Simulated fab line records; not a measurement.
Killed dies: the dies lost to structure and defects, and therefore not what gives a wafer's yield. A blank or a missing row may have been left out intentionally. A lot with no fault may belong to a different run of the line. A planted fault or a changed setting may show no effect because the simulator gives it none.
Lot-split experiment ; flow n5-finfet ; 21 wafers read from 7 lots, route of 1938 steps

THE SPLIT ITSELF
At N5_BEOL_M13_COAT_58 (time 60 s, resist thk 89 nm), the setting spin-rpm was moved away from the recipe's 1500 rpm on 8 of the 21 wafers read, by -4.4% to +10.9%. The other wafers ran this setting at the recipe's value.

FROM THE SPLIT TO THE READING: what the file shows between them, 3 steps
- N5_BEOL_M13_COAT_04: resist thk 400 nm
- N5_BEOL_M13_EBR_06
- N5_BEOL_M13_DESCUM_15: chemistry O2, time 7.9 s

THE READING
etch.depth-nm (the simulator's own value, which no gauge read), in nm, at N5_BEOL_M13_ETCH_59 (etches BARC in N2/H2, target depth 89 nm, overetch 26.7 nm, time 67.9 s). The file gives no usual value for it. Here, 13 wafers ran the recipe; their average is 89.41 nm with a standard deviation of 0.15 nm.

wafer;tool, chamber at the split;spin-rpm as run, rpm;against the recipe;etch.depth-nm, nm;against lot-mates on the recipe
L075.1;litho-track-01, 0;1634;+8.9%;85.56;-3.50
L075.3;litho-track-01, 0;1500;recipe;89.06;-
L075.6;litho-track-01, 0;1634;+8.9%;85.63;-3.43
L076.4;litho-track-05, 0;1663;+10.9%;84.73;-4.70
L076.5;litho-track-05, 0;1500;recipe;89.4;-
L076.6;litho-track-05, 0;1500;recipe;89.47;-
L084.1;litho-track-01, 0;1500;recipe;89.25;-
L084.2;litho-track-01, 0;1500;recipe;89.55;-
L084.3;litho-track-01, 0;1500;recipe;89.28;-
L087.1;litho-track-02, 0;1500;recipe;89.55;-
L087.2;litho-track-02, 0;1434;-4.4%;91.53;+2.05
L087.6;litho-track-02, 0;1500;recipe;89.42;-
L090.1;litho-track-05, 0;1610;+7.3%;86.55;-3.06
L090.3;litho-track-05, 0;1610;+7.3%;85.99;-3.62
L090.6;litho-track-05, 0;1500;recipe;89.61;-
L092.2;litho-track-05, 0;1594;+6.3%;86.52;-2.79
L092.3;litho-track-05, 0;1500;recipe;89.31;-
L092.6;litho-track-05, 0;1594;+6.3%;86.67;-2.64
L097.1;litho-track-01, 0;1500;recipe;89.42;-
L097.5;litho-track-01, 0;1500;recipe;89.45;-
L097.6;litho-track-01, 0;1500;recipe;89.57;-

THE FIT
A straight line over all 21 wafers: etch.depth-nm changes by -0.436 nm for each +1% of spin-rpm; r = -1.00; the points scatter about the line by 0.17 nm.
The same after taking each lot's own level away (the mean of its wafers on the recipe; 21 wafers): -0.426 nm for each +1%; r = -1.00; scatter 0.18 nm.
The reading moves by 4.6 nm for the largest change in spin-rpm, on that fit.
The lots' own levels span 89.060 to 89.610 nm, that is 3.7 times the standard deviation above.
The two slopes agree, so the slope changes little with the lot-to-lot level.
Check: for one of the wafers moved furthest among these (+10.9%), held out of the fit, the line's prediction against its lot-mates is -4.58 nm. Against them it came out at -4.7 nm.

THE OTHER SPLITS THESE WAFERS WENT THROUGH
Before the reading, these wafers also passed through other splits. Each is held against what the fit with the lots' levels taken away leaves over:
other split on the same wafers;wafers away from the commonest value;r with etch.depth-nm (lot level and that fit taken away)
N5_BEOL_M11_EXPOSE_25 dose-mj;4;+0.50

THE WHOLE CHAIN: every reading that the file lists as answering this split, in the file's order
step;what it does;reading;change (the file's fit);r (the file's)
N5_BEOL_M13_COAT_58;time 60 s, resist thk 89 nm;BARC_of_BEOL_M13_COAT_58.thk-nm (the simulator's own value, which no gauge read);-0.423 nm for each +1% of the setting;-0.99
N5_BEOL_M13_ETCH_59;etches BARC in N2/H2, target depth 89 nm, overetch 26.7 nm, time 67.9 s;etch.depth-nm (the simulator's own value, which no gauge read);-0.427 nm for each +1% of the setting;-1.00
N5_BEOL_M13_STRIP_64;strips in N2/H2;strip-time-to-endpoint-s;withheld for each +1% of the setting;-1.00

THE FILE'S OWN FIT
etch.depth-nm changes by -0.427 nm for each +1% of spin-rpm, r = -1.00.
